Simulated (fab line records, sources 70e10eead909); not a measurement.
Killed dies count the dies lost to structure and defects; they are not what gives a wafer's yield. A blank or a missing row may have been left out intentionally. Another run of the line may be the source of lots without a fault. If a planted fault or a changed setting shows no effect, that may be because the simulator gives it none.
Struck lot and sound lot, side by side || flow nandHarc || 40 steps out of a route of 1302
Sound: wafers L650.2, L650.4, L650.5. Struck: wafers L662.4, L662.6. (L662.5 of the same lot was not struck and is left out.) The cause comes at the end.
Per side, at each step with rows, come the tool, then ch with its chambers, and then its first start. Under that, the readings that differ: sound wafers || struck wafers || difference of the means || sigmas: that difference in standard deviations of wafers without a fault.
alike: words and numbers the same on both sides, and readings whose means are apart by under 2 such deviations; not compared: readings that were withheld, readings missing a value for some wafer, numbers with overlapping values and no deviation given by the record, and bounds like >300 which may hide the same value.
The two part at a step that has a row with sigmas, a row that says differs or no value, or rows on one side only. When numbers do not overlap yet have no deviation, they are printed without sigmas and do not part them. A reading missing from all wafers of one side parts the sides only when that side holds two or more wafers.

NHARC_P_BONDPAD_OVL_MEAS_38:
  sound on overlay-02 at day 8 17:21; struck on overlay-01 at day 13 13:37
  alike: overlayXNm, overlayYNm
then, 4 steps without rows for these wafers: NHARC_P_BONDPAD_HARDBAKE_10 (time 65 s); NHARC_P_BONDPAD_DESCUM_11 (chemistry O2, time 3 s); NHARC_P_BONDPAD_ETCH_37 (etches the open film in N2/H2, target depth 60 nm, overetch 18 nm, time 65.91 s); NHARC_P_BONDPAD_ETCH_12 (etches the open film in CHF3/O2, target depth 200 nm, time 100 s).
NHARC_P_BONDPAD_CD_MEAS_13:
  sound on cdSem-01 at day 8 17:49; struck on cdSem-03 at day 13 14:04
  alike: cdNm
NHARC_P_BONDPAD_STRIP_15: strips in O2.
  sound on rieDiel-10 ch 0,2,3, day 8 17:55; struck on rieDiel-10 ch 0, day 13 14:09
  alike: drypumpMotorCurrentA, mfcArSccm, oesProductAu, rfVppV, showerheadPlenumPTorr, throttleValvePct
  not compared: rfHoursCounterH
then, 3 steps without rows for these wafers: NHARC_P_BONDPAD_ETCH_24 (etches the open film in CF4/N2, target depth 30 nm, time 72.99 s); NHARC_P_BONDPAD_STRIP_16 (strips in post etch residue remover, time 600 s); NHARC_P_BONDPAD_DEGAS_25 (time 60 s).
NHARC_P_BONDPAD_PRE_CLEAN_26: time 30 s.
  sound on pvdSputter-01; struck on pvdSputter-01
  alike: heaterPowerW
then, 1 step without rows for these wafers: NHARC_P_BONDPAD_PVD_17 (deposits TaN, target thk 5 nm, time 8.06 s).
NHARC_P_BONDPAD_PVD_27: deposits Cu, target thk 30 nm, time 20.49 s.
  sound on pvdSputter-01 at day 8 18:40; struck on pvdSputter-01 at day 13 14:56
  alike: throttleValvePct
then, 1 step without rows for these wafers: NHARC_P_BONDPAD_ECD_18 (material Cu, target thk 400 nm).
NHARC_P_BONDPAD_ANNEAL_28: time 90 s.
  sound on rtpAnneal-02 ch 0, day 8 19:14; struck on rtpAnneal-02 ch 0, day 13 15:35
  alike: wafer_temp_C_max
then, 2 steps without rows for these wafers: NHARC_P_BONDPAD_CMP_19 (polishes, t overpolish 30 s, cu recess touch 16 s, target thk 160.81 nm); NHARC_P_BONDPAD_SRD_21 (time 30 s, dry time 20 s).
NHARC_P_BONDPAD_INSPECT_23:
  sound on defectInspect-01 at day 8 20:04; struck on defectInspect-01 at day 13 16:19
  alike: rawDefectCount
then, 3 steps without rows for these wafers: NHARC_P_BONDPAD_ACTIVATE_29 (chemistry N2, time 60 s); NHARC_P_BONDPAD_PRECLEAN_30 (cleans in DIW, time 300 s); NHARC_P_BONDPAD_SRD_31 (time 30 s, dry time 20 s).
NHARC_A_START_INSPECT_01:
  the record holds rows for the sound wafers here (defectInspect-02, day 8 20:32) but none for the struck ones
then, 11 steps without rows for these wafers: NHARC_A_ZERO_WELL_PRECLEAN_00 (cleans in SPM, time 600 s); NHARC_A_ZERO_WELL_SRD_01; NHARC_A_ZERO_WELL_DEHYDRATE_02 (time 120 s); NHARC_A_ZERO_WELL_HMDS_03 (time 30 s); NHARC_A_ZERO_WELL_COAT_18 (time 65 s); NHARC_A_ZERO_WELL_COAT_04 (resist thk 600 nm); NHARC_A_ZERO_WELL_SOFTBAKE_05 (time 70 s); NHARC_A_ZERO_WELL_EBR_06; NHARC_A_ZERO_WELL_EXPOSE_07 (exposes mask A ZERO); NHARC_A_ZERO_WELL_PEB_08 (peb time 80 s); NHARC_A_ZERO_WELL_DEVELOP_09 (time 50 s).
NHARC_A_ZERO_WELL_CD_MEAS_10: target cd 2000 nm.
  the record has rows for the sound wafers here (cdSem-01 ch 0, day 8 21:15) and none for the struck ones
then, 2 steps without rows for these wafers: NHARC_A_ZERO_WELL_HARDBAKE_11 (time 65 s); NHARC_A_ZERO_WELL_DESCUM_12 (chemistry O2, time 3 s).
NHARC_A_ZERO_WELL_ETCH_19: etches the open film in N2/H2, target depth 80 nm, overetch 24 nm, time 87.88 s.
  the record has rows for the sound wafers here (rieDiel-09 ch 1,2,3, day 8 21:29) and none for the struck ones
NHARC_A_ZERO_WELL_ETCH_13: etches the open film in HBr/Cl2, target depth 120 nm, time 40.1 s.
  the record has rows for the sound wafers here (rieSi-04 ch 2,3, day 8 21:37) and none for the struck ones
then, 1 step without rows for these wafers: NHARC_A_ZERO_WELL_STRIP_14 (strips in SPM, time 900 s).
-- record jumps: 17 days between struck wafers' starts before vs after; left off in module A_ZERO_WELL, resumes in module END, first step shown is number 1302 of the route --
NHARC_END_SORT_01:
  sound on prober-02 ch 0, day 26 02:07; struck on prober-01 ch 0, day 30 17:41
{"reading": "defectLimitedYield (%)", "sound": "87.9 88.5 88.8", "struck": "0 0", "difference": -88, "sigmas": -37}
{"reading": "killedAtPeriphery", "sound": "2 1 4", "struck": "586 589", "difference": "+585", "sigmas": "+99 or more"}
{"reading": "killedDies", "sound": "82 78 76", "struck": "677 677", "difference": "+598", "sigmas": "+35"}
  alike: killedAtArray, killedAtOther, killedOpen, killedShort

## WHERE THEY PART
At NHARC_A_START_INSPECT_01 first; at NHARC_END_SORT_01 last (within this record only).

WHY: what the simulator had put in
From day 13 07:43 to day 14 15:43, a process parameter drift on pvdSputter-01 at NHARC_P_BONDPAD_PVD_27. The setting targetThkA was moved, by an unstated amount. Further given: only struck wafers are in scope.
